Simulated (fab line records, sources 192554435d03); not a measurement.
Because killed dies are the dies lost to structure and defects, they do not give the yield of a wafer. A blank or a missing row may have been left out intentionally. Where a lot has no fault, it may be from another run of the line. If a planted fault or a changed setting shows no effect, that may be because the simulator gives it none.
Split-lot study | flow n5Finfet | 7 lots, 21 wafers read, on a route of 1938 steps

## THE SPLIT
At N5_BEOL_M1_ETCH_70 (etches SOC in N2/H2, target depth 80 nm, overetch 16 nm, time 120 s), the setting sourceW was moved away from the recipe's 840 W on 4 of the 21 wafers read, by -15.3% to +9.7%. For the rest of the wafers, this setting stayed at what the recipe calls for.

The reading is taken at the split's own step.

## THE READING
rfVppV, in V, at N5_BEOL_M1_ETCH_70 (etches SOC in N2/H2, target depth 80 nm, overetch 16 nm, time 120 s). A value of 524.8 V with a standard deviation of 2.2 V is what fault-free wafers of this fab line usually give.

wafer  | tool, chamber at the split | sourceW as run, W | against the recipe | rfVppV, V | against lot-mates on the recipe
L080.2 | rieDiel-04, 0              | 840               | recipe             | 523.6     | -
L080.3 | rieDiel-04, 1              | 840               | recipe             | 527.4     | -
L080.4 | rieDiel-04, 2              | 840               | recipe             | 526.8     | -
L084.1 | rieDiel-04, 0              | 711.2             | -15.3%             | 553.2     | +27.7
L084.3 | rieDiel-04, 1              | 840               | recipe             | 527.2     | -
L084.4 | rieDiel-04, 0              | 840               | recipe             | 523.9     | -
L091.2 | rieDiel-03, 1              | 840               | recipe             | 521.1     | -
L091.4 | rieDiel-03, 3              | 921.7             | +9.7%              | 512.6     | -8.5
L091.6 | rieDiel-03, 2              | 921.7             | +9.7%              | 508.4     | -12.7
L093.1 | rieDiel-03, 0              | 840               | recipe             | 522.8     | -
L093.3 | rieDiel-03, 3              | 840               | recipe             | 526.5     | -
L093.5 | rieDiel-03, 2              | 840               | recipe             | 523.1     | -
L095.1 | rieDiel-03, 2              | 840               | recipe             | 523.3     | -
L095.3 | rieDiel-03, 0              | 840               | recipe             | 522.4     | -
L095.6 | rieDiel-03, 0              | 840               | recipe             | 524.4     | -
L096.1 | rieDiel-04, 0              | 744.1             | -11.4%             | 545.4     | +20.4
L096.2 | rieDiel-04, 3              | 840               | recipe             | 525.3     | -
L096.4 | rieDiel-04, 2              | 840               | recipe             | 524.6     | -
L097.1 | rieDiel-02, 0              | 840               | recipe             | 524.1     | -
L097.2 | rieDiel-02, 3              | 840               | recipe             | 528.4     | -
L097.3 | rieDiel-02, 2              | 840               | recipe             | 524.4     | -

THE FIT
A straight line over all 21 wafers: rfVppV changes by -1.71 V for each +1% of sourceW; r = -0.97; the points scatter about the line by 2.2 V.
The same after taking each lot's own level away (the mean of its wafers on the recipe; 21 wafers): -1.55 V for each +1%; r = -0.97; scatter 2.2 V.
On that fit, the largest move of sourceW shifts the reading by 24 V.
From 521.10 to 525.93 V: that is the span of the lots' own levels, equal to 2.2 times the standard deviation above.
Thus the slope moves with the lot-to-lot level: the two fits are different.
Check: +21.8 V against its lot-mates is what the line predicts for one of the wafers moved furthest among these (-15.3%) when that wafer is left out of the fit. It came out at +27.7 V against them.
Tool readings at the split's step, against how far the setting was moved: rfVppV r = -0.97.

## THESE WAFERS: OTHER SPLITS
Note: prior to the reading, these wafers also went through further splits. Each is held against what the fit with the lots' levels taken away leaves over:
other split on the same wafers          | wafers away from the commonest value | r with rfVppV (lot level and that fit taken away)
N5_SD_EPI_N_ETCH_16 targetDepthA        | 6                                    | -0.19
N5_HKMG_FIN_HK_ALD_01 aldCycles         | 3                                    | -0.05
N5_HKMG_FIN_EXPOSE_46 doseMj            | 9                                    | +0.39
N5_GATE_CUT_ALD_22 aldCycles            | 7                                    | +0.30
N5_MOL_CONTACT_COAG_EXPOSE_81 doseMj    | 4                                    | -0.32
N5_BEOL_M0_SAQP_COAT_08 spinRpm         | 6                                    | +0.20
N5_BEOL_M0_SAQP_DESCUM_19 timeS         | 12                                   | +0.21
N5_BEOL_M0_ETCH_138 sourceW             | 10                                   | -0.14
N5_BEOL_M0_TRENCH_ETCH_107 targetDepthA | 8                                    | -0.55

## THE FILE'S OWN FIT
rfVppV changes by -1.66 V for each +1% of sourceW, r = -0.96.
